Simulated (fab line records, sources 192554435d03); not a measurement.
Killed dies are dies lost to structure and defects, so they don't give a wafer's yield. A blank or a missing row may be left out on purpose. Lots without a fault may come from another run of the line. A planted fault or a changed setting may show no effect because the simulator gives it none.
fab line records | flow n5_finfet
record lots=14 wafers=40 last_day=17
route steps=1938 shown BEOL_M3@1007 BEOL_M4@1021
lots that met no fault: from a run of the same line without faults
start_h: hours from the record's first day to the start of the lot's first wafer shown | wait_h: hours since the lot's step before | " the same as in the row above | L1.1+2: a row that stands for several wafers | - no value, or no start given | * or withheld: withheld | < > ~ a bound
route shown NAME@n: a module of which the file shows steps, and the number in the route of the first | usual: mean/standard deviation of fault-free wafers | same: alike in all rows | chamber/n: place in a boat | sites: the reading at each site | _std_site: their standard deviation | _edge_site: outer sites' mean less inner sites' | radius_mm: how far each site lies from the wafer's centre | mask NAME#n: copy n | behind: the tool/chamber that last shaped the wafer | hold: why the lot was held/for how many hours/how that ended | device: the transistor (n, p or np) that didn't switch | end of line: the same wafers' tests at the end of the route | a step without rows: its recipe alone | killed: dies lost to structure and defects at the first sort, not the wafer's yield | map: a wafer's dies, x killed, . not, _ none there
set.NAME: the setting as run; set.NAME@STEP: as run at that earlier step | model.NAME: the simulator's own value behind a step, which no gauge read
steps of the route over a sample of lots; a table a step, a row a wafer
services: from which hour (start_h, from the record's first day; less than 0 if before it) a tool's chamber was out of use, for how many hours, and why
## steps
# step N5_BEOL_M3_ANNEAL_93
# recipe temp_c=400 time_s=240 ambient=vacuum
# usual heater_power_w=854/130
# columns lot.wafer tool chamber start_h wait_h heater_power_w
L442.1 pvd_sputter-01 - 159.74 0.0 803
L442.3 " - " " 804
L442.5 " - " " 794
L440.2 pvd_sputter-02 - 161.56 0.0 795
L440.3 " - " " 957
L440.5 " - " " 594
L441.1 pvd_sputter-02 - 164.86 0.0 590
L441.3 " - " " 797
L441.5 " - " " 603
L444.1 pvd_sputter-03 - 181.42 0.0 827
L444.6 " - " " 840
L445.1 pvd_sputter-03 - 192.44 0.0 842
L445.3 " - " " 1084
L445.6 " - " " 866
L447.2 pvd_sputter-02 - 192.58 0.0 816
L447.3 " - " " 602
L447.5 " - " " 939
L446.1 pvd_sputter-03 - 194.32 0.0 676
L446.3 " - " " 842
L446.5 " - " " 845
L448.1 pvd_sputter-02 - 215.83 0.0 601
L448.2 " - " " 795
L448.3 " - " " 939
L456.1 pvd_sputter-02 - 243.85 0.0 817
L456.2 " - " " 1030
L456.5 " - " " 605
L457.2 pvd_sputter-03 - 249.07 0.0 1071
L457.3 " - " " 848
L457.4 " - " " 680
L459.2 pvd_sputter-03 - 271.47 0.0 1064
L459.4 " - " " 693
L459.5 " - " " 895
L458.2 pvd_sputter-01 - 273.75 0.0 805
L458.5 " - " " 826
L458.6 " - " " 780
L460.1 pvd_sputter-02 - 284.08 0.0 1061
L460.4 " - " " 967
L460.6 " - " " 613
L463.5 pvd_sputter-02 - 286.40 0.1 794
L463.6 " - " " 1046
# step N5_BEOL_M4_ILD_DEP_00
# recipe material=SiOC target_thk_a=790 temp_c=350 precursor=DEMS/O2 pressure_torr=5 rf_w=500 time_s=15.3
# usual heater_power_outer_w=219/34 heater_power_w=430/62 showerhead_plenum_p_Torr=5.694/0.016 throttle_valve_pct=12.1/0.48
# columns lot.wafer tool chamber start_h wait_h heater_power_outer_w heater_power_w showerhead_plenum_p_Torr throttle_valve_pct
L442.1 pecvd-02 0 161.21 0.0 203 376 5.668 12.3
L442.3 " 1 " " 255 498 5.705 12.5
L442.5 " 0 " " 210 369 5.684 12.6
L440.2 pecvd-02 2 163.05 0.0 250 490 5.695 11.7
L440.3 " 0 " " 259 450 5.689 12.4
L440.5 " 2 " " 253 493 5.669 11.4
L441.1 pecvd-04 0 166.37 0.0 163 360 5.714 12.7
L441.3 " 2 " " 200 426 5.697 11.4
L441.5 " 0 " " 172 379 5.703 13.0
L444.1 pecvd-04 0 182.89 0.0 193 393 5.697 12.8
L444.6 " 1 " " 261 472 5.695 12.7
L445.1 pecvd-04 1 193.91 0.0 229 435 5.696 12.8
L445.3 " 2 " " 150 373 5.697 11.5
L445.6 " 1 " " 228 439 5.696 12.8
L447.2 pecvd-02 0 194.05 0.0 218 391 5.684 12.4
L447.3 " 1 " " 237 473 5.722 12.5
L447.5 " 0 " " 224 393 5.685 12.6
L446.1 pecvd-03 2 195.79 0.0 278 519 5.689 12.3
L446.3 " 0 " " 160 365 5.704 11.9
L446.5 " 1 " " 187 356 5.695 12.3
L448.1 pecvd-03 1 217.32 0.0 174 333 5.691 12.0
L448.2 " 0 " " 189 411 5.691 11.6
L448.3 " 1 " " 180 334 5.687 12.2
L456.1 pecvd-02 1 245.49 0.0 243 475 5.729 12.5
L456.2 " 2 " " 231 466 5.678 11.8
L456.5 " 2 " " 227 465 5.680 11.4
L457.2 pecvd-02 0 250.59 0.0 215 395 5.676 12.5
L457.3 " 1 " " 270 524 5.721 12.7
L457.4 " 0 " " 219 401 5.679 12.4
L459.2 pecvd-03 0 272.96 0.0 230 456 5.694 11.7
L459.4 " 2 " " 276 535 5.683 11.4
L459.5 " 0 " " 227 459 5.699 11.7
L458.2 pecvd-03 2 275.49 0.0 242 475 5.686 11.7
L458.5 " 2 " " 238 487 5.684 11.3
L458.6 " 0 " " 207 435 5.684 11.7
L460.1 pecvd-02 0 285.69 0.0 260 446 5.682 12.7
L460.4 " 1 " " 271 513 5.732 12.7
L460.6 " 0 " " 188 363 5.673 12.4
L463.5 pecvd-02 0 287.96 0.1 212 397 5.671 12.4
L463.6 " 2 " " 241 475 5.663 11.7
# step N5_BEOL_M4_EXPOSE_08
# recipe mask_id=M4 na=0.33 source_shape=dipole sigma_inner=0.369 sigma_outer=0.767 polarization=unpolarized dose_mj=41.25
# usual dipole_opening_deg=79.7/0 exposure_dose_mJ_cm2=41.16/0.068 focus_offset_nm=0.0/0.53
# columns lot.wafer tool chamber start_h wait_h mask dipole_opening_deg exposure_dose_mJ_cm2 focus_offset_nm
L442.1 euv_scanner-02 0 162.36 - M4#0 79.7 41.11 -0.6
L442.3 " 0 " " M4#0 79.7 41.13 -0.2
L442.5 " 0 " " M4#0 79.7 41.16 -0.2
L440.2 euv_scanner-01 0 163.76 - M4#0 79.7 41.21 0.6
L440.3 " 0 " " M4#0 79.7 41.18 -0.3
L440.5 " 0 " " M4#0 79.7 41.24 0.2
L441.1 euv_scanner-02 0 168.94 - M4#0 79.7 41.13 0.0
L441.3 " 0 " " M4#0 79.7 41.18 1.2
L441.5 " 0 " " M4#0 79.7 41.06 0.3
L444.1 euv_scanner-02 0 183.80 - M4#0 79.7 41.14 -0.3
L444.6 " 0 " " M4#0 79.7 41.14 0.5
L445.1 euv_scanner-01 0 195.38 - M4#0 79.7 41.31 0.2
L445.3 " 0 " " M4#0 79.7 41.32 -0.6
L445.6 " 0 " " M4#0 79.7 41.25 -0.3
L447.2 euv_scanner-02 - 195.57 - M4#0 - - -
L447.3 " - " " M4#0 - - -
L447.5 " - " " M4#0 - - -
L446.1 euv_scanner-01 - 197.01 - M4#0 - - -
L446.3 " - " " M4#0 - - -
L446.5 " - " " M4#0 - - -
L448.1 euv_scanner-02 0 217.91 - M4#0 79.7 41.18 -1.3
L448.2 " 0 " " M4#0 79.7 41.14 0.3
L448.3 " 0 " " M4#0 79.7 41.17 0.1
L456.1 euv_scanner-01 0 246.85 - M4#0 79.7 41.24 0.3
L456.2 " 0 " " M4#0 79.7 41.30 0.9
L456.5 " 0 " " M4#0 79.7 41.25 -0.1
L457.2 euv_scanner-01 0 251.03 - M4#0 79.7 41.16 -1.3
L457.3 " 0 " " M4#0 79.7 41.22 -0.1
L457.4 " 0 " " M4#0 79.7 41.20 -1.2
L459.2 euv_scanner-02 0 274.28 - M4#0 79.7 41.13 0.0
L459.4 " 0 " " M4#0 79.7 41.12 0.0
L459.5 " 0 " " M4#0 79.7 41.12 -0.3
L458.2 euv_scanner-01 0 276.14 - M4#0 79.7 41.20 0.3
L458.5 " 0 " " M4#0 79.7 41.20 0.0
L458.6 " 0 " " M4#0 79.7 41.23 0.4
L460.1 euv_scanner-02 0 286.92 - M4#0 79.7 41.10 -0.1
L460.4 " 0 " " M4#0 79.7 41.03 1.2
L460.6 " 0 " " M4#0 79.7 41.03 0.4
L463.5 euv_scanner-02 0 289.05 - M4#0 79.7 41.06 0.9
L463.6 " 0 " " M4#0 79.7 41.07 0.3
# step N5_BEOL_M4_ETCH_64
# recipe chemistry=N2/H2 target=SOC target_depth_a=750 overetch_a=225 mask_material=SiARC temp_c=40 time_s=121.9 ion_energy_ev=200 pressure_mtorr=30 source_w=840 bias_w=150 n2_flow_sccm=200 h2_flow_sccm=200
# usual drypump_motor_current_A=5.6/0.61 oes_product_au=0.61/0.068 rf_vpp_V=524.8/2.4 showerhead_plenum_p_Torr=2.58/0.09 temp_c=40.00/0.12 throttle_valve_pct=17.86/0.23
# columns lot.wafer tool chamber start_h wait_h drypump_motor_current_A oes_product_au rf_hours_counter_h rf_vpp_V showerhead_plenum_p_Torr temp_c throttle_valve_pct
L442.1 rie_diel-05 0 162.70 0.0 4.8 0.52 236 520.5 2.40 40.03 18.06
L442.3 " 1 " " 5.3 0.51 247 520.4 2.40 39.88 18.31
L442.5 " 3 " " 6.3 0.73 - 526.8 2.62 39.99 17.65
L440.2 rie_diel-04 0 164.09 0.0 6.7 0.57 176 526.6 2.64 39.85 17.84
L440.3 " 1 " " 5.9 0.53 229 527.2 2.60 40.13 18.35
L440.5 " 3 " " 6.2 0.59 - 520.0 2.45 40.16 18.14
L441.1 rie_diel-04 0 169.55 0.0 6.7 0.57 179 526.5 2.64 39.90 17.86
L441.3 " 1 " " 5.9 0.53 232 524.8 2.60 39.71 18.35
L441.5 " 0 " " 6.7 0.57 - 526.0 2.64 40.05 17.86
L444.1 rie_diel-06 1 184.14 0.0 4.8 0.54 208 522.3 2.50 39.87 17.88
L444.6 " 3 " " 5.9 0.60 - 524.9 2.57 39.77 17.77
L445.1 rie_diel-04 3 195.76 0.0 6.2 0.58 131 520.6 2.44 40.09 18.15
L445.3 " 0 " " 6.7 0.55 190 525.7 2.64 39.90 17.87
L445.6 " 1 " " 5.8 0.52 - 526.4 2.60 40.07 18.38
L447.2 rie_diel-06 2 196.32 0.0 5.1 0.60 95 526.0 2.69 40.00 17.65
L447.3 " 3 " " 5.9 0.60 102 524.8 2.57 40.21 17.79
L447.5 " 2 " " 5.1 0.60 - 526.7 2.69 39.77 17.68
L446.1 rie_diel-04 3 197.69 0.0 6.2 0.58 132 521.4 2.44 39.90 18.17
L446.3 " 1 " " 5.9 0.53 245 524.9 2.60 39.90 18.36
L446.5 " 0 " " 6.7 0.56 - 525.4 2.64 40.01 17.88
L448.1 rie_diel-04 0 218.45 0.0 6.7 0.55 198 525.8 2.63 40.02 17.89
L448.2 " 3 " " 6.2 0.57 138 521.4 2.44 40.17 18.16
L448.3 " 2 " " 5.7 0.71 13 523.0 2.48 39.93 17.63
L456.1 rie_diel-04 3 247.33 0.0 6.2 0.57 150 521.3 2.43 39.98 18.20
L456.2 " 1 " " 5.9 0.74 3 524.8 2.59 40.18 17.88
L456.5 " 0 " " 6.7 0.55 - 526.7 2.63 39.89 17.90
L457.2 rie_diel-05 2 251.36 0.0 5.3 0.62 76 525.0 2.57 39.98 17.45
L457.3 " 1 " " 5.4 0.69 25 528.1 2.71 40.00 17.95
L457.4 " 0 " " 4.8 0.71 - 528.0 2.71 40.00 17.73
L459.2 rie_diel-06 2 274.86 0.0 5.1 0.58 123 526.1 2.67 40.05 17.74
L459.4 " 1 " " 4.8 0.52 242 524.0 2.49 39.82 17.93
L459.5 " 2 " " 5.1 0.58 - 527.0 2.67 39.94 17.71
L458.2 rie_diel-05 0 276.47 0.0 4.8 0.69 26 528.4 2.71 39.99 17.74
L458.5 " 1 " " 5.3 0.67 - 527.6 2.71 39.80 17.96
L458.6 " 2 " " 5.3 0.62 - 523.2 2.56 39.93 17.46
L460.1 rie_diel-05 1 287.33 0.0 5.3 0.66 42 528.5 2.70 39.92 17.99
L460.4 " 1 " " 5.3 0.66 - 527.5 2.70 39.95 17.97
L460.6 " 0 " " 4.8 0.69 - 527.7 2.70 39.73 17.76
L463.5 rie_diel-06 2 289.44 0.1 5.1 0.57 - 527.0 2.67 39.99 17.71
L463.6 " 3 " " 5.8 0.58 - 524.2 2.55 39.93 17.85
## services
# columns tool chamber start_h hours kind
pecvd-02 - 137.52 0.7 repair
rie_diel-04 0 138.65 5.3 repair
pecvd-03 - 138.88 0.5 repair
pvd_sputter-01 - 141.51 3.1 repair
rie_diel-06 0 147.08 5.7 repair
pvd_sputter-01 - 151.78 1.0 repair
rie_diel-04 2 159.67 - clean
rie_diel-04 2 159.67 - consumable_replace:focus_ring
rie_diel-04 2 159.67 21.8 scheduled_down
rie_diel-04 2 159.67 21.8 vent_cycle
euv_scanner-02 - 176.76 1.0 pm
euv_scanner-01 - 188.86 1.0 pm
pvd_sputter-01 - 194.09 0.8 repair
euv_scanner-01 - 200.38 4.6 pm
pecvd-02 1 205.67 4.9 repair
euv_scanner-02 0 205.81 - calibration
euv_scanner-02 - 227.74 1.8 repair
euv_scanner-02 - 232.91 1.0 pm
rie_diel-04 1 235.62 8.8 repair
rie_diel-05 3 239.05 115.1 repair
euv_scanner-01 - 245.01 1.0 pm
euv_scanner-02 - 269.28 4.6 pm
pecvd-04 2 272.32 2.5 repair
pecvd-03 1 275.80 7.2 repair
## key
first_sign step=N5_BEOL_M4_EXPOSE_08 reading=tool_record direction=missing
effect none on later readings
met_at N5_BEOL_M4_EXPOSE_08
struck_lots L446,L447
later_rows_left_out L446.1,L446.3,L446.5,L447.2,L447.3,L447.5
sort_left_out L446.1,L446.3,L446.5,L447.2,L447.3,L447.5
not_acting_at N5_BEOL_M3_ANNEAL_93,N5_BEOL_M4_ILD_DEP_00,N5_BEOL_M4_ETCH_64
onset_between 195.38 195.57
fault kind=skipped_step_whole tool=euv_scanner-01,euv_scanner-02 chamber=- onset_h=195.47 steps=N5_BEOL_M4_EXPOSE_08 scope=struck_lots_only
# sort_left_out: the simulated sort isn't trusted on such a fault, so these wafers' sort isn't shown, and their yield isn't known
# later_rows_left_out: the simulator's readings of these wafers behind a module that went badly wrong aren't trusted and aren't shown, but for the sort
